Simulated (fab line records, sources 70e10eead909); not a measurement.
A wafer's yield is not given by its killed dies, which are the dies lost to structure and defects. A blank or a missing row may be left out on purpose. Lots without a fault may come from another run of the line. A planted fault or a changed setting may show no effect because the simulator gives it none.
What tool caused it? :: flow nand_harc :: 36 wafers from 12 lots sampled at 5 of the route's 1302 steps

## WHAT THE GAUGES SHOWED, per wafer
NHARC_END_SORT_01.
lot: L411
measured: day 30 18:03
on: prober-01
killed_at_array: 676 673 675
killed_at_other: 0 2 1
killed_at_periphery: 1 2 1
killed_dies: 677 677 677
killed_open: 4 1 3
killed_short: 3 2 2

lot: L412
measured: day 31 01:01
on: prober-02
killed_at_array: 677 674 675
killed_at_other: 0 2 0
killed_at_periphery: 0 1 2
killed_dies: 677 677 677
killed_open: 2 3 2
killed_short: 2 1 3

lot: L414
measured: day 32 06:06
on: prober-01
killed_at_array: 674 675 675
killed_at_other: 2 0 0
killed_at_periphery: 1 2 2
killed_dies: 677 677 677
killed_open: 0 3 5
killed_short: 2 4 1

## WHAT TOOL EACH LOT RAN ON (gives the tool, then ch and the chambers of the sampled wafers, and finally the start)
lot: L395
NHARC_A_WL_FILL_STRIP_27: plasma_asher-02 ch 0,1, day 20 21:14
NHARC_A_WL_FILL_ETCHBACK_16: rie_diel-08 ch 0,2, day 21 07:11 or earlier
NHARC_A_WL_FILL_STRIP_29: rie_diel-08 ch 1,3, day 21 07:11
NHARC_A_WL_FILL_ETCHBACK_26: rie_si-05 ch 0,3, day 21 12:30

lot: L396
NHARC_A_WL_FILL_STRIP_27: plasma_asher-01 ch 0,1, day 20 21:23
NHARC_A_WL_FILL_ETCHBACK_16: rie_diel-07 ch 0,2, day 21 08:18 or earlier
NHARC_A_WL_FILL_STRIP_29: rie_diel-07 ch 0,1,3, day 21 08:18
NHARC_A_WL_FILL_ETCHBACK_26: rie_si-04 ch 0,1, day 21 12:31

lot: L397
NHARC_A_WL_FILL_STRIP_27: plasma_asher-01 ch 0,1, day 21 21:16
NHARC_A_WL_FILL_ETCHBACK_16: rie_diel-08 ch 0,2,3, day 22 07:34 or earlier
NHARC_A_WL_FILL_STRIP_29: rie_diel-08 ch 0,1,2, day 22 07:34
NHARC_A_WL_FILL_ETCHBACK_26: rie_si-03 ch 1,2,3, day 22 12:55

lot: L399
NHARC_A_WL_FILL_STRIP_27: plasma_asher-02 ch 0,1, day 22 08:18
NHARC_A_WL_FILL_ETCHBACK_16: rie_diel-11 ch 0,1,3, day 22 20:49 or earlier
NHARC_A_WL_FILL_STRIP_29: rie_diel-11 ch 1,2, day 22 20:49
NHARC_A_WL_FILL_ETCHBACK_26: rie_si-04 ch 0,3, day 23 02:04

lot: L402
NHARC_A_WL_FILL_STRIP_27: plasma_asher-02 ch 0,1, day 22 22:42
NHARC_A_WL_FILL_ETCHBACK_16: rie_diel-08 ch 0,2,3, day 23 08:56 or earlier
NHARC_A_WL_FILL_STRIP_29: rie_diel-08 ch 0,1,2, day 23 08:56
NHARC_A_WL_FILL_ETCHBACK_26: rie_si-03 ch 0,2,3, day 23 14:08

lot: L401
NHARC_A_WL_FILL_STRIP_27: plasma_asher-02 ch 0,1, day 23 01:56
NHARC_A_WL_FILL_ETCHBACK_16: rie_diel-08 ch 0,1,2, day 23 13:40 or earlier
NHARC_A_WL_FILL_STRIP_29: rie_diel-08 ch 0,1, day 23 13:40
NHARC_A_WL_FILL_ETCHBACK_26: rie_si-04 ch 2,3, day 23 18:59

lot: L403
NHARC_A_WL_FILL_STRIP_27: plasma_asher-02 ch 0,1, day 23 09:36
NHARC_A_WL_FILL_ETCHBACK_16: rie_diel-07 ch 0,1,3, day 23 21:19 or earlier
NHARC_A_WL_FILL_STRIP_29: rie_diel-07 ch 0,3, day 23 21:19
NHARC_A_WL_FILL_ETCHBACK_26: rie_si-04 ch 0,2,3, day 24 02:31

lot: L406
NHARC_A_WL_FILL_STRIP_27: plasma_asher-02 ch 0,1, day 25 09:48
NHARC_A_WL_FILL_ETCHBACK_16: rie_diel-07 ch 0,2, day 25 19:26 or earlier
NHARC_A_WL_FILL_STRIP_29: rie_diel-07 ch 0,1,3, day 25 19:26
NHARC_A_WL_FILL_ETCHBACK_26: rie_si-04 ch 0,1,3, day 26 01:43

lot: L411
NHARC_A_WL_FILL_STRIP_27: plasma_asher-01 ch 0,1, day 26 16:37
NHARC_A_WL_FILL_ETCHBACK_16: rie_diel-08 ch 0,3, day 27 05:21 or earlier
NHARC_A_WL_FILL_STRIP_29: rie_diel-08 ch 0,3, day 27 05:21
NHARC_A_WL_FILL_ETCHBACK_26: rie_si-04 ch 0,2,3, day 27 10:34

lot: L412
NHARC_A_WL_FILL_STRIP_27: plasma_asher-02 ch 0,1, day 26 17:51
NHARC_A_WL_FILL_ETCHBACK_16: rie_diel-11 ch 0,1,3, day 27 05:19 or earlier
NHARC_A_WL_FILL_STRIP_29: rie_diel-11 ch 2,3, day 27 05:19
NHARC_A_WL_FILL_ETCHBACK_26: rie_si-03 ch 0,2,3, day 27 10:37

lot: L414
NHARC_A_WL_FILL_STRIP_27: plasma_asher-02 ch 0,1, day 28 08:57
NHARC_A_WL_FILL_ETCHBACK_16: rie_diel-11 ch 0,1,3, day 28 20:24 or earlier
NHARC_A_WL_FILL_STRIP_29: rie_diel-11 ch 1,2, day 28 20:24
NHARC_A_WL_FILL_ETCHBACK_26: rie_si-05 ch 1,2, day 29 01:43

lot: L418
NHARC_A_WL_FILL_STRIP_27: plasma_asher-02 ch 0,1, day 29 13:52
NHARC_A_WL_FILL_ETCHBACK_16: rie_diel-07 ch 1,3, day 30 00:56 or earlier
NHARC_A_WL_FILL_STRIP_29: rie_diel-07 ch 0,1, day 30 00:56
NHARC_A_WL_FILL_ETCHBACK_26: rie_si-03 ch 0,1,3, day 30 06:13
- NHARC_A_WL_FILL_STRIP_27: strips in N2/H2, time 20 s.
- NHARC_A_WL_FILL_ETCHBACK_16: etches the open film in C4F8/O2/Ar, target depth 120 nm, time 24 s.
- NHARC_A_WL_FILL_STRIP_29: strips in O2, time 20 s.
- NHARC_A_WL_FILL_ETCHBACK_26: etches the open film in HBr, target depth 52 nm, time 13.3 s.

## WHAT THE TOOLS THEMSELVES READ (means of the sampled wafers that have a number; where no wafer has one, the mark that the record gives instead)
NHARC_A_WL_FILL_STRIP_27.
lot: L395
tool: plasma_asher-02
drypump_motor_current_A (A): 5.81
heater_power_w (W): 331

lot: L396
tool: plasma_asher-01
drypump_motor_current_A (A): 5.60
heater_power_w (W): 312

lot: L397
tool: plasma_asher-01
drypump_motor_current_A (A): 5.60
heater_power_w (W): 318

lot: L399
tool: plasma_asher-02
drypump_motor_current_A (A): 5.79
heater_power_w (W): 327

lot: L402
tool: plasma_asher-02
drypump_motor_current_A (A): 5.66
heater_power_w (W): 310

lot: L401
tool: plasma_asher-02
drypump_motor_current_A (A): 5.76
heater_power_w (W): 326

lot: L403
tool: plasma_asher-02
drypump_motor_current_A (A): 5.79
heater_power_w (W): 327

lot: L406
tool: plasma_asher-02
drypump_motor_current_A (A): 5.79
heater_power_w (W): 329

lot: L411
tool: plasma_asher-01
drypump_motor_current_A (A): 5.63
heater_power_w (W): 302

lot: L412
tool: plasma_asher-02
drypump_motor_current_A (A): 5.63
heater_power_w (W): 303

lot: L414
tool: plasma_asher-02
drypump_motor_current_A (A): 5.63
heater_power_w (W): 302

lot: L418
tool: plasma_asher-02
drypump_motor_current_A (A): 5.80
heater_power_w (W): 324

NHARC_A_WL_FILL_ETCHBACK_16.
lot: L395
tool: rie_diel-08
bias_w (W): 799.2
chamber_pressure_mTorr (mTorr): 25.005
oes_product_au (a.u.): 1.00
rf_vpp_V (V): 723

lot: L396
tool: rie_diel-07
bias_w (W): 801.8
chamber_pressure_mTorr (mTorr): 24.993
oes_product_au (a.u.): 1.00
rf_vpp_V (V): 725

lot: L397
tool: rie_diel-08
bias_w (W): 798.8
chamber_pressure_mTorr (mTorr): 24.994
oes_product_au (a.u.): 0.98
rf_vpp_V (V): 724

lot: L399
tool: rie_diel-11
bias_w (W): 801.4
chamber_pressure_mTorr (mTorr): 24.989
oes_product_au (a.u.): 0.96
rf_vpp_V (V): 727

lot: L402
tool: rie_diel-08
bias_w (W): 800.5
chamber_pressure_mTorr (mTorr): 24.970
oes_product_au (a.u.): 1.00
rf_vpp_V (V): 724

lot: L401
tool: rie_diel-08
bias_w (W): 801.1
chamber_pressure_mTorr (mTorr): 24.993
oes_product_au (a.u.): 0.99
rf_vpp_V (V): 722

lot: L403
tool: rie_diel-07
bias_w (W): 800.0
chamber_pressure_mTorr (mTorr): 25.016
oes_product_au (a.u.): 1.00
rf_vpp_V (V): 725

lot: L406
tool: rie_diel-07
bias_w (W): 803.3
chamber_pressure_mTorr (mTorr): 24.992
oes_product_au (a.u.): 1.00
rf_vpp_V (V): 722

lot: L411
tool: rie_diel-08
bias_w (W): 799.3
chamber_pressure_mTorr (mTorr): 25.001
oes_product_au (a.u.): 0.92
rf_vpp_V (V): 727

lot: L412
tool: rie_diel-11
bias_w (W): 799.4
chamber_pressure_mTorr (mTorr): 24.984
oes_product_au (a.u.): 1.00
rf_vpp_V (V): 728

lot: L414
tool: rie_diel-11
bias_w (W): 798.2
chamber_pressure_mTorr (mTorr): 24.992
oes_product_au (a.u.): 0.93
rf_vpp_V (V): 727

lot: L418
tool: rie_diel-07
bias_w (W): 799.6
chamber_pressure_mTorr (mTorr): 25.012
oes_product_au (a.u.): 1.02
rf_vpp_V (V): 727

NHARC_A_WL_FILL_STRIP_29.
lot: L395
tool: rie_diel-08
drypump_motor_current_A (A): 5.69
mfc_ar_sccm (sccm): 0.006
oes_product_au (a.u.): 0.996
rf_vpp_V (V): 57.9
showerhead_plenum_p_Torr (Torr): 3.59
throttle_valve_pct (%): 17.035

lot: L396
tool: rie_diel-07
drypump_motor_current_A (A): 6.04
mfc_ar_sccm (sccm): 0.006
oes_product_au (a.u.): 1.005
rf_vpp_V (V): 57.0
showerhead_plenum_p_Torr (Torr): 3.62
throttle_valve_pct (%): 17.035

lot: L397
tool: rie_diel-08
drypump_motor_current_A (A): 5.62
mfc_ar_sccm (sccm): 0.000
oes_product_au (a.u.): 0.996
rf_vpp_V (V): 57.4
showerhead_plenum_p_Torr (Torr): 3.48
throttle_valve_pct (%): 17.030

lot: L399
tool: rie_diel-11
drypump_motor_current_A (A): 5.94
mfc_ar_sccm (sccm): 0.003
oes_product_au (a.u.): 0.993
rf_vpp_V (V): 57.9
showerhead_plenum_p_Torr (Torr): 3.37
throttle_valve_pct (%): 17.035

lot: L402
tool: rie_diel-08
drypump_motor_current_A (A): 5.61
mfc_ar_sccm (sccm): 0.000
oes_product_au (a.u.): 0.987
rf_vpp_V (V): 57.5
showerhead_plenum_p_Torr (Torr): 3.48
throttle_valve_pct (%): 17.034

lot: L401
tool: rie_diel-08
drypump_motor_current_A (A): 5.45
mfc_ar_sccm (sccm): 0.000
oes_product_au (a.u.): 0.988
rf_vpp_V (V): 57.2
showerhead_plenum_p_Torr (Torr): 3.47
throttle_valve_pct (%): 17.037

lot: L403
tool: rie_diel-07
drypump_motor_current_A (A): 6.13
mfc_ar_sccm (sccm): 0.010
oes_product_au (a.u.): 1.000
rf_vpp_V (V): 57.4
showerhead_plenum_p_Torr (Torr): 3.70
throttle_valve_pct (%): 17.047

lot: L406
tool: rie_diel-07
drypump_motor_current_A (A): 6.03
mfc_ar_sccm (sccm): 0.006
oes_product_au (a.u.): 0.996
rf_vpp_V (V): 56.9
showerhead_plenum_p_Torr (Torr): 3.62
throttle_valve_pct (%): 17.036

lot: L411
tool: rie_diel-08
drypump_motor_current_A (A): 5.75
mfc_ar_sccm (sccm): 0.006
oes_product_au (a.u.): 1.004
rf_vpp_V (V): 58.1
showerhead_plenum_p_Torr (Torr): 3.63
throttle_valve_pct (%): 17.036

lot: L412
tool: rie_diel-11
drypump_motor_current_A (A): 6.04
mfc_ar_sccm (sccm): 0.010
oes_product_au (a.u.): 1.018
rf_vpp_V (V): 58.5
showerhead_plenum_p_Torr (Torr): 3.45
throttle_valve_pct (%): 17.034

lot: L414
tool: rie_diel-11
drypump_motor_current_A (A): 5.93
mfc_ar_sccm (sccm): 0.003
oes_product_au (a.u.): 0.999
rf_vpp_V (V): 56.9
showerhead_plenum_p_Torr (Torr): 3.37
throttle_valve_pct (%): 17.040

lot: L418
tool: rie_diel-07
drypump_motor_current_A (A): 6.17
mfc_ar_sccm (sccm): 0.009
oes_product_au (a.u.): 1.007
rf_vpp_V (V): 57.6
showerhead_plenum_p_Torr (Torr): 3.58
throttle_valve_pct (%): 17.043

NHARC_A_WL_FILL_ETCHBACK_26.
lot: L395
tool: rie_si-05
bias_w (W): 60.05
chamber_pressure_mTorr (mTorr): 14.990
drypump_motor_current_A (A): 5.3
oes_product_au (a.u.): 1.006
throttle_valve_pct (%): 23.268

lot: L396
tool: rie_si-04
bias_w (W): 60.04
chamber_pressure_mTorr (mTorr): 14.982
drypump_motor_current_A (A): 6.0
oes_product_au (a.u.): 1.005
throttle_valve_pct (%): 23.271

lot: L397
tool: rie_si-03
bias_w (W): 59.88
chamber_pressure_mTorr (mTorr): 15.012
drypump_motor_current_A (A): 5.4
oes_product_au (a.u.): 1.001
throttle_valve_pct (%): 23.271

lot: L399
tool: rie_si-04
bias_w (W): 59.96
chamber_pressure_mTorr (mTorr): 14.993
drypump_motor_current_A (A): 6.1
oes_product_au (a.u.): 1.009
throttle_valve_pct (%): 23.263

lot: L402
tool: rie_si-03
bias_w (W): 60.09
chamber_pressure_mTorr (mTorr): 15.009
drypump_motor_current_A (A): 5.6
oes_product_au (a.u.): 1.007
throttle_valve_pct (%): 23.275

lot: L401
tool: rie_si-04
bias_w (W): 59.78
chamber_pressure_mTorr (mTorr): 14.992
drypump_motor_current_A (A): 5.5
oes_product_au (a.u.): 1.020
throttle_valve_pct (%): 23.265

lot: L403
tool: rie_si-04
bias_w (W): 59.86
chamber_pressure_mTorr (mTorr): 15.010
drypump_motor_current_A (A): 5.7
oes_product_au (a.u.): 1.003
throttle_valve_pct (%): 23.257

lot: L406
tool: rie_si-04
bias_w (W): 60.10
chamber_pressure_mTorr (mTorr): 14.982
drypump_motor_current_A (A): 5.8
oes_product_au (a.u.): 1.005
throttle_valve_pct (%): 23.265

lot: L411
tool: rie_si-04
bias_w (W): -
chamber_pressure_mTorr (mTorr): -
drypump_motor_current_A (A): -
oes_product_au (a.u.): -
throttle_valve_pct (%): -

lot: L412
tool: rie_si-03
bias_w (W): -
chamber_pressure_mTorr (mTorr): -
drypump_motor_current_A (A): -
oes_product_au (a.u.): -
throttle_valve_pct (%): -

lot: L414
tool: rie_si-05
bias_w (W): -
chamber_pressure_mTorr (mTorr): -
drypump_motor_current_A (A): -
oes_product_au (a.u.): -
throttle_valve_pct (%): -

lot: L418
tool: rie_si-03
bias_w (W): 59.88
chamber_pressure_mTorr (mTorr): 15.008
drypump_motor_current_A (A): 5.3
oes_product_au (a.u.): 1.012
throttle_valve_pct (%): 23.260

## THE ANSWER, worked out from the rows above alone
Rule: what is usual is taken from the lots themselves. Put in order of their means at a reading, lots are off if they are a third of the lots or fewer, leave a main group of 4 or more, and stand apart from it by a gap of 3 or more times the standard deviation of the main group's means; of several such gaps the widest counts. A main group whose means are all the same, to the digits that the tables above print for the reading, isn't used. A lot without any number at a reading at which 4 lots or more have one is off too. All remaining lots with rows at the step are treated as sound. Order of review: gauges by route order, followed by the tools' own readings, for which a lot's mean as printed above is used. At the first step where some lot is off, the reading lying furthest off is the one used; lots without a number count as furthest.
Off, at NHARC_A_WL_FILL_ETCHBACK_26 on bias_w: L411, L412, L414. Without a number there: L411, L412, L414. Mean 59.96 W and standard deviation 0.11 in the main group.
If a tool, at that step or one of the process steps before it, ran each lot that is off and ran no sound lot following the first of them, it fits. With no start given for some of its lots, NHARC_A_WL_FILL_ETCHBACK_16 uses the hours and lot order of NHARC_A_WL_FILL_STRIP_29. Not one of the candidates tried fits.

## WHAT THE SIMULATOR HAD PUT IN
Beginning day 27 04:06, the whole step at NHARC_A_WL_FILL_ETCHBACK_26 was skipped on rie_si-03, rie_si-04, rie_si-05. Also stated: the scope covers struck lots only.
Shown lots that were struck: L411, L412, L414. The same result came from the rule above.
